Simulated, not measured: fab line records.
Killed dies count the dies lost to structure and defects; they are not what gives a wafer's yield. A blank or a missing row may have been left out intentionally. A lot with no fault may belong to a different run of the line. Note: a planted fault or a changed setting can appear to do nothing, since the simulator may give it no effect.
fab line records | flow nand_harc
record lots=12 | wafers=36 | last_day=24
route steps=1159 shown A_CHANNEL_HOLE_D1@484 A_CHANNEL_FILL_D1@493
lots that met no fault: taken from a fault-free run of the same line
start_h: start of the lot's first displayed wafer, in hours after the record's first day | wait_h: hours since the lot's step before | " as in the row above | L1.1+2: one row covering several wafers at once | - either no value or no given start | * or withheld: withheld | < > ~ a bound
route shown NAME@n: names a module that has steps shown in the file, with the first one's number in the route | usual: mean and standard deviation over wafers with no fault | same: alike in all rows | chamber/n: place in a boat | sites: readings site by site | _std_site: standard deviation across them | _edge_site: outer sites' mean less inner sites' | radius_mm: how far each site lies from the wafer's centre | mask NAME#n: copy n | behind: tool/chamber where the wafer was last shaped | hold: reason for holding the lot/hours on hold/outcome of the hold | device: transistor that didn't switch, given as n, p or np | end of line: tests of these same wafers at the route's end | for a step that has no rows: nothing shown but its recipe | killed: the dies lost at the first sort to structure and to defects; this is not the yield of the wafer | map: a wafer's dies, x killed, . not, _ none there
set.NAME: setting as actually run; set.NAME@STEP: the setting as run at that earlier step | model.NAME: the simulator's own value behind a step, which no gauge read
a sample of lots followed through the steps of the route, with each step as a table and each wafer as a row
services: when a tool's chamber went out of use (start_h, in hours from the record's first day, below 0 if earlier), for how many hours, and the reason
## steps
# step NHARC_A_CHANNEL_HOLE_D1_STRIP_27
# recipe o2_flow_sccm=500 | ar_flow_sccm=0 | bias_w=0 | chemistry=O2
# usual drypump_motor_current_A=5.7/0.43 | oes_product_au=0.994/0.015 | rf_vpp_V=57.7/0.89 | showerhead_plenum_p_Torr=3.50/0.1 | throttle_valve_pct=17.037/0.0089
lot.wafer | tool        | chamber | start_h | wait_h | drypump_motor_current_A | oes_product_au | rf_hours_counter_h | rf_vpp_V | showerhead_plenum_p_Torr | throttle_valve_pct
L510.4    | rie_diel-05 | 3       | -       | -      | 5.6                     | 0.969          | 0                  | 59.4     | 3.49                     | 17.029
L510.3    | "           | 1       | "       | "      | 5.7                     | 0.990          | 0                  | 57.0     | 3.38                     | 17.041
L510.1    | "           | 2       | "       | "      | 5.0                     | 0.977          | 0                  | 57.3     | 3.42                     | 17.041
L509.1    | rie_diel-05 | 0       | -       | -      | 6.0                     | 1.012          | 0                  | 56.4     | 3.33                     | 17.034
L509.6    | "           | 2       | "       | "      | 4.9                     | 0.983          | -                  | 58.0     | 3.42                     | 17.023
L509.5    | "           | 3       | "       | "      | 5.6                     | 0.968          | -                  | 57.6     | 3.49                     | 17.030
L512.1    | rie_diel-12 | 3       | -       | -      | 5.0                     | 0.997          | 10                 | 57.8     | 3.63                     | 17.035
L512.6    | "           | 1       | "       | "      | 5.7                     | 0.970          | -                  | 58.4     | 3.63                     | 17.024
L512.5    | "           | 2       | "       | "      | 5.9                     | 0.989          | -                  | 58.5     | 3.59                     | 17.012
L515.2    | rie_diel-12 | 0       | -       | -      | 5.0                     | 0.997          | 0                  | 57.1     | 3.44                     | 17.029
L515.6    | "           | 3       | "       | "      | 5.0                     | 0.997          | -                  | 59.4     | 3.63                     | 17.052
L515.5    | "           | 0       | "       | "      | 5.0                     | 1.002          | -                  | 56.8     | 3.44                     | 17.030
L514.1    | rie_diel-11 | 2       | -       | -      | 6.2                     | 0.987          | 2                  | 57.4     | 3.53                     | 17.050
L514.3    | "           | 3       | "       | "      | 5.8                     | 0.996          | 2                  | 57.1     | 3.64                     | 17.042
L514.2    | "           | 0       | "       | "      | 5.9                     | 1.006          | 2                  | 58.4     | 3.46                     | 17.039
L518.2    | rie_diel-12 | 0       | -       | -      | 5.0                     | 1.004          | 1                  | 57.5     | 3.44                     | 17.042
L518.3    | "           | 1       | "       | "      | 5.7                     | 0.987          | 1                  | 57.0     | 3.63                     | 17.025
L518.6    | "           | 0       | "       | "      | 5.0                     | 0.991          | -                  | 56.8     | 3.44                     | 17.027
L517.1    | rie_diel-12 | 0       | -       | -      | 5.0                     | 0.999          | 1                  | 58.4     | 3.44                     | 17.041
L517.3    | "           | 2       | "       | "      | 5.9                     | 1.002          | 1                  | 56.9     | 3.59                     | 17.038
L517.5    | "           | 0       | "       | "      | 5.0                     | 0.999          | -                  | 58.0     | 3.44                     | 17.052
L519.3    | rie_diel-12 | 3       | -       | -      | 4.9                     | 1.005          | 1                  | 59.4     | 3.63                     | 17.027
L519.4    | "           | 0       | "       | "      | 5.0                     | 1.007          | 2                  | 57.8     | 3.44                     | 17.031
L519.6    | "           | 2       | "       | "      | 5.9                     | 1.008          | -                  | 56.5     | 3.59                     | 17.043
L521.1    | rie_diel-05 | 3       | -       | -      | 5.6                     | 0.970          | 7                  | 57.9     | 3.48                     | 17.042
L521.3    | "           | 0       | "       | "      | 6.0                     | 1.016          | 8                  | 58.1     | 3.33                     | 17.030
L521.6    | "           | 2       | "       | "      | 5.0                     | 0.991          | -                  | 56.4     | 3.41                     | 17.050
L520.3    | rie_diel-11 | 2       | -       | -      | 6.2                     | 0.992          | 5                  | 58.2     | 3.53                     | 17.033
L520.6    | "           | 1       | "       | "      | 6.2                     | 1.000          | -                  | 58.7     | 3.41                     | 17.037
L520.5    | "           | 2       | "       | "      | 6.3                     | 0.993          | -                  | 58.7     | 3.53                     | 17.030
L527.2    | rie_diel-05 | 2       | -       | -      | 4.9                     | 0.993          | 12                 | 57.5     | 3.41                     | 17.035
L527.3    | "           | 0       | "       | "      | 6.0                     | 1.022          | 10                 | 58.7     | 3.33                     | 17.037
L527.5    | "           | 1       | "       | "      | 5.7                     | 1.008          | -                  | 56.7     | 3.37                     | 17.044
L529.4    | rie_diel-11 | 1       | -       | -      | 6.1                     | 1.001          | 7                  | 57.2     | 3.40                     | 17.028
L529.5    | "           | 3       | "       | "      | 5.8                     | 1.001          | -                  | 57.2     | 3.64                     | 17.042
L529.6    | "           | 0       | "       | "      | 5.9                     | 1.014          | -                  | 59.3     | 3.46                     | 17.034
# step NHARC_A_CHANNEL_FILL_D1_ALD_03
# recipe target_thk_a=60 | pulse_time_s=60 | ald_cycles=58 | temp_c=630 | pressure_torr=2 | material=SiNx
# usual ald_cycles=58/0 | precursor_pulse_height_rel=0.999/0.02
lot.wafer | tool             | chamber | start_h | wait_h | ald_cycles | precursor_pulse_height_rel
L510.1    | ald_sin_batch-03 | 0       | -       | -      | 58         | 0.985
L510.3    | "                | 0       | "       | "      | 58         | 0.988
L510.4    | "                | 0       | "       | "      | 58         | 1.021
L509.1    | ald_sin_batch-01 | 0       | -       | -      | 58         | 1.011
L509.5    | "                | 0       | "       | "      | 58         | 0.986
L509.6    | "                | 0       | "       | "      | 58         | 0.958
L512.1    | ald_sin_batch-03 | 0       | -       | -      | 58         | 1.004
L512.5    | "                | 0       | "       | "      | 58         | 1.006
L512.6    | "                | 0       | "       | "      | 58         | 1.007
L514.1    | ald_sin_batch-01 | 0       | -       | -      | 58         | 1.014
L514.2    | "                | 0       | "       | "      | 58         | 1.000
L514.3    | "                | 0       | "       | "      | 58         | 1.004
L515.2    | ald_sin_batch-01 | 0       | -       | -      | 58         | 0.982
L515.5    | "                | 0       | "       | "      | 58         | 0.976
L515.6    | "                | 0       | "       | "      | 58         | 0.989
L517.1    | ald_sin_batch-02 | 0       | -       | -      | 58         | 1.013
L517.3    | "                | 0       | "       | "      | 58         | 0.986
L517.5    | "                | 0       | "       | "      | 58         | 1.010
L518.2    | ald_sin_batch-02 | 0       | -       | -      | 58         | 0.994
L518.3    | "                | 0       | "       | "      | 58         | 1.013
L518.6    | "                | 0       | "       | "      | 58         | 0.983
L519.3    | ald_sin_batch-02 | 0       | -       | -      | 58         | 1.003
L519.4    | "                | 0       | "       | "      | 58         | 1.005
L519.6    | "                | 0       | "       | "      | 58         | 0.986
L520.3    | ald_sin_batch-02 | 0       | -       | -      | 58         | 0.999
L520.5    | "                | 0       | "       | "      | 58         | 1.016
L520.6    | "                | 0       | "       | "      | 58         | 0.994
L521.1    | ald_sin_batch-02 | 0       | -       | -      | 58         | 1.003
L521.3    | "                | 0       | "       | "      | 58         | 0.965
L521.6    | "                | 0       | "       | "      | 58         | 0.993
L527.2    | ald_sin_batch-03 | 0       | -       | -      | 58         | 1.015
L527.3    | "                | 0       | "       | "      | 58         | 0.988
L527.5    | "                | 0       | "       | "      | 58         | 1.011
L529.4    | ald_sin_batch-02 | 0       | -       | -      | 58         | 0.986
L529.5    | "                | 0       | "       | "      | 58         | 1.028
L529.6    | "                | 0       | "       | "      | 58         | 1.048
# step NHARC_A_CHANNEL_FILL_D1_ETCHBACK_19
# recipe target_depth_a=50 | time_s=1.7 | hbr_flow_sccm=150 | cl2_flow_sccm=50 | rf_w=400 | icp_w=400 | bias_w=100 | chemistry=HBr/Cl2
# usual drypump_motor_current_A=6.0/0.31 | oes_product_au=1.000/0.017 | throttle_valve_pct=26.405/0.0094
lot.wafer | tool      | chamber | start_h | wait_h | drypump_motor_current_A | oes_product_au | rf_hours_counter_h | throttle_valve_pct
L510.3    | rie_si-04 | 1       | 203.24  | 0.4    | 6.0                     | 1.004          | 0.8                | 26.386
L510.1    | "         | 2       | "       | "      | 5.4                     | 0.996          | 0.8                | 26.388
L510.4    | "         | 3       | "       | "      | 6.1                     | 1.007          | 0.8                | 26.413
L509.1    | rie_si-02 | 1       | 208.96  | 0.4    | 5.4                     | 1.015          | 1.6                | 26.405
L509.5    | "         | 0       | "       | "      | 6.4                     | 1.002          | -                  | 26.406
L509.6    | "         | 1       | "       | "      | 5.4                     | 1.014          | -                  | 26.403
L512.1    | rie_si-02 | 0       | 222.29  | 0.4    | 6.4                     | 0.990          | 0                  | 26.413
L512.6    | "         | 3       | "       | "      | 6.1                     | 1.025          | -                  | 26.395
L512.5    | "         | 0       | "       | "      | 6.4                     | 1.002          | -                  | 26.419
L514.2    | rie_si-02 | 1       | 246.48  | 0.4    | 5.4                     | 1.030          | 0.3                | 26.416
L514.1    | "         | 2       | "       | "      | 5.8                     | 0.971          | 0.3                | 26.390
L514.3    | "         | 3       | "       | "      | 6.2                     | 1.019          | 0.3                | 26.397
L515.2    | rie_si-04 | 0       | 246.49  | 0.4    | 6.0                     | 0.987          | 1.3                | 26.391
L515.6    | "         | 3       | "       | "      | 6.1                     | 1.004          | -                  | 26.403
L515.5    | "         | 0       | "       | "      | 5.9                     | 0.985          | -                  | 26.397
L518.2    | rie_si-05 | 1       | 261.84  | 0.4    | 6.1                     | 0.995          | 0.2                | 26.401
L518.3    | "         | 2       | "       | "      | 6.2                     | 1.011          | 0.1                | 26.420
L518.6    | "         | 0       | "       | "      | 6.3                     | 0.974          | -                  | 26.417
L517.1    | rie_si-04 | 1       | 261.84  | 0.4    | 6.0                     | 1.017          | 1.2                | 26.402
L517.3    | "         | 2       | "       | "      | 5.5                     | 0.982          | 1.4                | 26.399
L517.5    | "         | 1       | "       | "      | 6.1                     | 1.002          | -                  | 26.407
L519.3    | rie_si-05 | 2       | 272.75  | 0.4    | 6.1                     | 1.010          | 0.2                | 26.388
L519.4    | "         | 1       | "       | "      | 6.1                     | 1.003          | -                  | 26.401
L519.6    | "         | 0       | "       | "      | 6.3                     | 0.991          | -                  | 26.415
L521.1    | rie_si-02 | 1       | 283.75  | 0.4    | 5.4                     | 1.042          | 0.7                | 26.388
L521.3    | "         | 3       | "       | "      | 6.2                     | 1.021          | 0.8                | 26.416
L521.6    | "         | 0       | "       | "      | 6.4                     | 0.993          | -                  | 26.409
L520.3    | rie_si-05 | 1       | 283.76  | 0.4    | 6.1                     | 0.996          | 0.4                | 26.399
L520.5    | "         | 2       | "       | "      | 6.1                     | 1.005          | -                  | 26.408
L520.6    | "         | 0       | "       | "      | 6.3                     | 0.978          | -                  | 26.397
L527.2    | rie_si-02 | 3       | 314.52  | 0.4    | 6.1                     | 1.019          | 1.0                | 26.398
L527.3    | "         | 2       | "       | "      | 5.8                     | 0.980          | 1.1                | 26.385
L527.5    | "         | 3       | "       | "      | 6.2                     | 1.009          | -                  | 26.413
L529.4    | rie_si-04 | 0       | 331.77  | 0.4    | 5.9                     | 0.993          | 0.5                | 26.404
L529.6    | "         | 3       | "       | "      | 6.1                     | 1.014          | -                  | 26.415
L529.5    | "         | 0       | "       | "      | 5.9                     | 0.990          | -                  | 26.400
# step NHARC_A_CHANNEL_FILL_D1_ALD_25
# recipe target_thk_a=600 | pulse_time_s=10 | ald_cycles=600 | temp_c=300 | material=SiOx
# usual ald_cycles=600/0 | heater_power_w=468/39 | precursor_pulse_height_rel=1.001/0.018
lot.wafer | tool      | chamber | start_h | wait_h | ald_cycles | heater_power_w | precursor_pulse_height_rel
L510.4    | ald_hk-01 | 1       | 215.17  | 0.1    | 600        | 496            | 0.978
L510.1    | "         | 2       | "       | "      | 600        | 420            | 0.999
L510.3    | "         | 3       | "       | "      | 600        | 526            | 1.001
L509.1    | ald_hk-04 | 3       | 224.02  | 1.3    | 600        | 496            | 1.019
L509.6    | "         | 1       | 225.27  | 2.6    | 600        | 456            | 0.986
L509.5    | "         | 2       | "       | "      | 600        | 411            | 0.999
L512.1    | ald_hk-02 | 1       | 235.82  | 1.7    | 600        | 454            | 1.003
L512.6    | "         | 1       | 238.29  | 4.2    | 600        | 446            | 1.014
L512.5    | "         | 2       | "       | "      | 600        | 488            | 0.982
L514.3    | ald_hk-04 | 0       | 258.81  | 0.7    | 600        | 424            | 1.021
L514.1    | "         | 1       | "       | "      | 600        | 440            | 1.008
L514.2    | "         | 2       | "       | "      | 600        | 402            | 1.008
L515.2    | ald_hk-02 | 3       | 258.81  | 0.7    | 600        | 473            | 0.976
L515.6    | "         | 2       | 260.69  | 2.5    | 600        | 478            | 0.968
L515.5    | "         | 3       | "       | "      | 600        | 479            | 1.016
L518.3    | ald_hk-01 | 2       | 273.65  | 0.1    | 600        | 463            | 0.987
L518.2    | "         | 1       | 275.51  | 1.9    | 600        | 519            | 0.993
L518.6    | "         | 2       | "       | "      | 600        | 451            | 1.006
L517.1    | ald_hk-04 | 2       | 274.92  | 1.3    | 600        | 409            | 1.016
L517.3    | "         | 3       | "       | "      | 600        | 506            | 1.008
L517.5    | "         | 0       | "       | "      | 600        | 436            | 0.964
L519.3    | ald_hk-04 | 2       | 284.72  | 0.1    | 600        | 403            | 0.998
L519.4    | "         | 3       | "       | "      | 600        | 506            | 0.986
L519.6    | "         | 3       | 287.80  | 3.1    | 600        | 502            | 0.991
L520.3    | ald_hk-04 | 0       | 295.48  | 0.1    | 600        | 438            | 0.976
L520.6    | "         | 0       | 297.94  | 2.5    | 600        | 432            | 0.984
L520.5    | "         | 1       | "       | "      | 600        | 440            | 1.000
L521.3    | ald_hk-01 | 3       | 295.48  | 0.1    | 600        | 538            | 1.000
L521.1    | "         | 1       | 296.72  | 1.3    | 600        | 519            | 1.005
L521.6    | "         | 0       | 298.56  | 3.1    | 600        | 491            | 1.017
L527.3    | ald_hk-04 | 0       | 332.27  | 1.3    | 578        | 440            | 1.024
L527.2    | "         | 1       | "       | "      | 578        | 446            | 1.002
L527.5    | "         | 2       | "       | "      | 578        | 413            | 1.009
L529.4    | ald_hk-04 | 3       | 347.95  | 4.0    | 600        | 500            | 0.955
L529.5    | "         | 0       | "       | "      | 578        | 432            | 0.994
L529.6    | "         | 1       | "       | "      | 600        | 443            | 0.992
## services
tool        | chamber | start_h | hours | kind
rie_si-05   | 1       | 157.29  | 4.0   | repair
rie_diel-05 | -       | 163.62  | 9.0   | pm
rie_diel-11 | 0       | 174.02  | 9.4   | repair
rie_diel-12 | 3       | 183.88  | 6.7   | repair
ald_hk-04   | -       | 189.24  | 10.0  | pm
rie_diel-11 | -       | 189.50  | 9.0   | pm
rie_si-05   | 1       | 196.86  | 1.7   | repair
rie_diel-11 | 2       | 200.68  | 1.2   | repair
rie_diel-12 | -       | 202.68  | 9.0   | pm
rie_si-05   | -       | 203.56  | 0.6   | repair
rie_diel-05 | 1       | 204.46  | 4.9   | repair
rie_si-02   | -       | 211.00  | 9.0   | pm
rie_si-04   | 1       | 212.61  | 6.5   | repair
rie_diel-05 | 3       | 221.86  | 1.8   | repair
rie_si-04   | 0       | 250.09  | 7.0   | repair
rie_si-02   | 0       | 253.82  | 6.2   | repair
rie_si-04   | 1       | 274.15  | 5.6   | repair
rie_si-04   | -       | 276.00  | 9.0   | pm
rie_diel-12 | 1       | 295.70  | 2.5   | repair
rie_diel-12 | 0       | 302.92  | 10.5  | repair
rie_si-02   | 1       | 308.13  | 14.6  | repair
rie_diel-05 | 1       | 330.50  | 5.7   | repair
rie_diel-05 | -       | 340.62  | 9.0   | pm
rie_si-02   | 0       | 346.74  | 11.4  | repair
## key
first_sign step=NHARC_A_CHANNEL_FILL_D1_ALD_25 | reading=ald_cycles | direction=down | sigmas=99+ | usual=600 | struck=578
effect none on later readings
met_at NHARC_A_CHANNEL_FILL_D1_ALD_25
struck_lots L527,L529
struck_wafers L527.2,L527.3,L527.5,L529.5
tester_left_out L527,L529
not_acting_at NHARC_A_CHANNEL_HOLE_D1_STRIP_27,NHARC_A_CHANNEL_FILL_D1_ALD_03,NHARC_A_CHANNEL_FILL_D1_ETCHBACK_19
onset_between 295.48 332.27
fault kind=process_parameter_drift | tool=ald_hk-04 | chamber=- | onset_h=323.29 | steps=NHARC_A_CHANNEL_FILL_D1_ALD_25 | channel=ald_cycles | offset=-22 | shape=step | end_h=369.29 | scope=struck_wafers_only | acts_in=these_recipes_only | stated=600
# tester_left_out: of these lots the tester's yield and bins aren't shown, on N5 and GAA mostly nor the transistor test; their killed dies are dies lost to structure and defects alone, not to doping, threshold or leakage, so they don't give the yield
